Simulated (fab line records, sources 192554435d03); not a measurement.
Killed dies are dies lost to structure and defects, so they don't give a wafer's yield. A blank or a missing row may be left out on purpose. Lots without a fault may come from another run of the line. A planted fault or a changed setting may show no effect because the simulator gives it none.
A struck lot beside a sound one | flow n5_finfet | 14 steps out of a route of 1938
Sound: wafers L165.1, L165.2, L165.4. Struck: wafer L167.3. (L167.2, L167.6 of the same lot were not struck and are left out.) The cause comes at the end.
At each step with rows: each side's tool, then ch and its chambers, then its first start. Under that, the readings that differ: sound wafers | struck wafers | difference of the means | sigmas: that difference in standard deviations of wafers without a fault.
alike: readings whose means differ by less than 2 such deviations, and words and numbers that are the same on both sides. not compared: withheld readings, readings that some wafer has no value for, bounds like >300 that may hide the same value, and numbers for which the record gives no deviation and whose values overlap.
The two part at a step that has a row with sigmas, a row that says differs or no value, or rows on one side only. Numbers that don't overlap but have no deviation are shown without sigmas and don't part them. A reading that every wafer of one side lacks parts them only if that side has two wafers or more.

first, 8 steps without rows for these wafers: N5_MIM_BOT_LITHO_HMDS_01 (time 60 s); N5_MIM_BOT_LITHO_COAT_02; N5_MIM_BOT_LITHO_EBR_04; N5_MIM_BOT_LITHO_SOFTBAKE_03 (time 90 s); N5_MIM_BOT_LITHO_EXPOSE_05 (exposes mask MIM BOT); N5_MIM_BOT_LITHO_PEB_06; N5_MIM_BOT_LITHO_DEVELOP_07 (develop time 60 s); N5_MIM_BOT_LITHO_HARDBAKE_09 (time 120 s).
N5_MIM_BOT_LITHO_CD_MEAS_08: target cd 3000 nm.
  sound on cd_sem-02 ch 0, day 15 13:35; struck on cd_sem-01 ch 0, day 16 16:25
  alike: cd_nm
N5_MIM_BOT_LITHO_OVL_MEAS_11:
  sound on overlay-01 ch 0, day 15 13:37; struck on overlay-01 ch 0, day 16 16:26
  alike: MIM_BOT_OVL
N5_MIM_BOT_LITHO_INSPECT_12: inspects for defects (macro).
  sound on defect_inspect-01, day 15 13:38; struck on defect_inspect-01, day 16 16:28
  alike: raw_defect_count
N5_MIM_BOT_LITHO_DESCUM_10: chemistry O2, time 7.9 s.
  sound on rie_diel-01 ch 0,1,3, day 15 13:40; struck on rie_diel-01 ch 1, day 16 16:31
  alike: drypump_motor_current_A, o2_flow_sccm, oes_product_au, rf_vpp_V, showerhead_plenum_p_Torr, throttle_valve_pct
  not compared: rf_hours_counter_h
N5_MIM_BOT_ETCH_ETCH_04: etches SiNx in CF4/O2, target depth 26 nm, time 13 s.
  sound on rie_diel-01 ch 0,1,3, day 15 13:44; struck on rie_diel-01 ch 1, day 16 16:35
  reading                  | sound              | struck | difference | sigmas
  cf4_flow_sccm (sccm)     | 99.75 100.07 99.65 | 100.52 | +0.70      | +2
  model.etch.depth_nm (nm) | 25.92 25.85 26.58  | 23.76  | -2.36      |
  alike: drypump_motor_current_A, oes_f_703_au, oes_product_au, rf_vpp_V, showerhead_plenum_p_Torr, throttle_valve_pct
  not compared: bias_w, rf_hours_counter_h
N5_MIM_BOT_ETCH_ETCH_03: etches the open film in Cl2/BCl3, target depth 12 nm.
  sound on rie_metal-01 ch 0,1, day 15 13:50; struck on rie_metal-01 ch 1, day 16 16:41
  alike: bias_w, drypump_motor_current_A, oes_product_au, throttle_valve_pct
  not compared: rf_hours_counter_h

WHERE THEY PART
Only at N5_MIM_BOT_ETCH_ETCH_04, within this record. Later steps at which nothing parts them and some readings are alike: N5_MIM_BOT_ETCH_ETCH_03.

WHY: what the simulator had put in
Process parameter drift: rie_diel-01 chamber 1, from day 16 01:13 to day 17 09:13, at N5_MIM_BOT_ETCH_ETCH_04. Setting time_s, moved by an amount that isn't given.
